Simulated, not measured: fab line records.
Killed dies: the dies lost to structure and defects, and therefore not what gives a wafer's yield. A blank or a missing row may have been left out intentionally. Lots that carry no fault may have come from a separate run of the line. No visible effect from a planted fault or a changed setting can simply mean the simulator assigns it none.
Which tool was responsible? -- flow nand_harc -- Sampling: 13 lots, 39 wafers, 5 of 1159 route steps

WHAT THE GAUGES READ, wafer by wafer
NHARC_P_STI_INSPECT_11. Usual: 5.6 for raw_defect_count, sd 2.8.
lot,measured,on,raw_defect_count,flag
L125,day 2 08:45,defect_inspect-01,8 12 4,
L127,day 2 20:10,defect_inspect-02,9 9 7,
L129,day 3 07:40,defect_inspect-01,5 6 5,
L128,day 3 07:49,defect_inspect-02,2 3 2,
L132,day 4 06:03,defect_inspect-01,8 6 8,
L133,day 4 12:22,defect_inspect-02,4 5 3,
L134,day 4 16:59,defect_inspect-02,2 4 0,
L135,day 4 23:59,defect_inspect-02,5 7 6,
L143,day 6 23:16,defect_inspect-01,0 6 8,
L144,day 7 05:41,defect_inspect-01,8 13 10,
L145,day 7 12:55,defect_inspect-02,5 14 5,
L147,day 8 01:21,defect_inspect-02,8 9 7,
L148,day 8 01:31,defect_inspect-02,5 3 8,

NHARC_P_GATE_CD_MEAS_59: the cd target is 720 nm. Usual: 718.5 nm for cd_nm, sd 1.8.
lot,measured,on,cd_nm (nm),flag
L125,day 5 00:43,cd_sem-03,721.0 719.7 718.5,
L127,day 5 11:24,cd_sem-03,717.5 718.2 716.9,
L129,day 6 02:50,cd_sem-02,717.6 718.2 717.1,
L128,day 6 02:59,cd_sem-02,715.8 718.7 715.4,
L132,day 6 20:27,cd_sem-01,719.5 717.9 719.6,
L133,day 7 11:12,cd_sem-03,721.2 718.2 719.1,
L134,day 7 10:42,cd_sem-01,719.5 717.1 717.4,
L135,day 7 19:34,cd_sem-03,719.7 715.4 719.7,
L143,day 9 12:32,cd_sem-01,717.7 715.6 715.2,
L144,day 9 23:31,cd_sem-01,719.9 717.3 717.3,
L145,day 10 08:13,cd_sem-02,717.4 717.1 716.1,
L147,day 10 16:47,cd_sem-03,719.1 718.2 718.6,
L148,day 10 15:46,cd_sem-01,720.4 718.3 717.9,

NHARC_P_GATE_CD_MEAS_91: the cd target is 2000 nm. Usual: 2000.0 nm for cd_nm, sd 2.2.
lot,measured,on,cd_nm (nm),flag
L125,day 5 02:26,cd_sem-03,2000.3 1999.4 2000.5,
L127,day 5 13:07,cd_sem-02,2005.3 2004.5 1998.6,
L129,day 6 04:34,cd_sem-01,1999.1 1999.5 1997.6,
L128,day 6 04:47,cd_sem-02,1999.8 1998.9 1997.4,
L132,day 6 22:37,cd_sem-03,1999.3 1999.4 2002.8,
L133,day 7 12:56,cd_sem-01,1965.7 1966.2 1967.0,OFF
L134,day 7 12:17,cd_sem-02,2004.3 2004.2 2000.6,
L135,day 7 21:20,cd_sem-02,2000.7 1998.7 2002.6,
L143,day 9 14:16,cd_sem-01,1998.4 2001.7 1998.1,
L144,day 10 01:14,cd_sem-01,2002.2 1998.1 1998.0,
L145,day 10 09:50,cd_sem-01,2000.2 2000.6 2002.4,
L147,day 10 18:31,cd_sem-03,2000.3 1998.1 1999.6,
L148,day 10 17:29,cd_sem-01,2001.1 2000.3 1999.2,

EACH LOT AND THE TOOL THAT RAN IT (in order: tool; ch and the chambers of the sampled wafers; start)
lot,NHARC_P_GATE_DESCUM_61,NHARC_P_GATE_EXPOSE_88
L125,"rie_diel-05 ch 0,1,3, day 5 00:53","krf_scanner-04 ch 0, day 5 02:17"
L127,"rie_diel-05 ch 0,1, day 5 11:34","krf_scanner-03 ch 0, day 5 12:58"
L129,"rie_diel-05 ch 0,3, day 6 02:59","krf_scanner-03 ch 0, day 6 04:24"
L128,"rie_diel-05 ch 0,2,3, day 6 03:10","krf_scanner-01 ch 0, day 6 04:38"
L132,"rie_diel-05 ch 0,3, day 6 20:50","krf_scanner-03 ch 0, day 6 22:28"
L133,"rie_diel-13 ch 0,2,3, day 7 11:23","krf_scanner-01 ch 0, day 7 12:46"
L134,"rie_diel-13 ch 0,1,2, day 7 10:53","krf_scanner-04 ch 0, day 7 12:08"
L135,"rie_diel-13 ch 1,2, day 7 19:43","krf_scanner-03 ch 0, day 7 21:11"
L143,"rie_diel-05 ch 0,1,3, day 9 12:42","krf_scanner-03 ch 0, day 9 14:06"
L144,"rie_diel-13 ch 1,2, day 9 23:41","krf_scanner-04 ch 0, day 10 01:05"
L145,"rie_diel-05 ch 2,3, day 10 08:23","krf_scanner-04 ch 0, day 10 09:41"
L147,"rie_diel-13 ch 0,3, day 10 17:06","krf_scanner-04 ch 0, day 10 18:22"
L148,"rie_diel-05 ch 0,1,2, day 10 15:55","krf_scanner-01 ch 0, day 10 17:20"
- NHARC_P_GATE_DESCUM_61: chemistry O2, time 3 s.
- NHARC_P_GATE_EXPOSE_88: exposes mask P HVN, target cd 2000 nm.

WHAT THE TOOLS THEMSELVES READ (means of the sampled wafers that have a number; where no wafer has one, the mark that the record gives instead)
NHARC_P_GATE_DESCUM_61. Usual: drypump_motor_current_A 5.8 A, standard deviation 0.44; mfc_ar_sccm 0.007 sccm, standard deviation 0.01; oes_product_au 1.000 a.u., standard deviation 0.0095; rf_vpp_V 57.6 V, standard deviation 0.84; showerhead_plenum_p_Torr 1.88 Torr, standard deviation 0.079; throttle_valve_pct 11.311 %, standard deviation 0.009.
lot,tool,drypump_motor_current_A (A),mfc_ar_sccm (sccm),oes_product_au (a.u.),rf_vpp_V (V),showerhead_plenum_p_Torr (Torr),throttle_valve_pct (%),flag
L125,rie_diel-05,5.6,0.006,0.996,58.2,1.87,11.313,
L127,rie_diel-05,5.7,0.000,0.989,58.0,1.80,11.316,
L129,rie_diel-05,5.8,0.006,0.998,56.7,1.87,11.315,
L128,rie_diel-05,6.0,0.008,0.989,57.5,1.88,11.324,
L132,rie_diel-05,5.7,0.013,0.990,57.8,1.94,11.301,
L133,rie_diel-13,5.5,0.001,0.995,57.9,1.88,11.310,
L134,rie_diel-13,5.5,0.011,1.011,57.6,1.88,11.305,
L135,rie_diel-13,5.7,0.011,1.001,56.7,1.88,11.311,
L143,rie_diel-05,5.6,0.006,1.002,57.4,1.87,11.311,
L144,rie_diel-13,5.6,0.021,1.009,57.9,1.90,11.310,
L145,rie_diel-05,6.0,0.014,0.993,57.2,1.94,11.315,
L147,rie_diel-13,5.5,0.000,1.009,57.7,1.91,11.314,
L148,rie_diel-05,5.9,0.001,1.004,57.9,1.81,11.314,

THE ANSWER, worked out from the rows above alone
Rule: a lot is off if the mean of its wafers that have a number lies more than 3 standard deviations from the usual mean. A lot without any number at a reading at which 4 lots or more have one is off too. The other lots that the step has rows for count as sound. After the gauges, taken in route order, come the tools' own readings; for these a lot's mean is taken, as printed above. The first step at which some lot is off is used, and at that step the reading that is off furthest; a lot without a number counts as furthest.
Off at NHARC_P_GATE_CD_MEAS_91 (cd_nm): L133.
A tool fits if, at a process step before that reading, it ran every lot that is off, and no sound lot after the first of them. The gauges at NHARC_P_GATE_CD_MEAS_91 are tried like those tools. No candidate that was tried fits.

WHAT THE SIMULATOR HAD INSERTED
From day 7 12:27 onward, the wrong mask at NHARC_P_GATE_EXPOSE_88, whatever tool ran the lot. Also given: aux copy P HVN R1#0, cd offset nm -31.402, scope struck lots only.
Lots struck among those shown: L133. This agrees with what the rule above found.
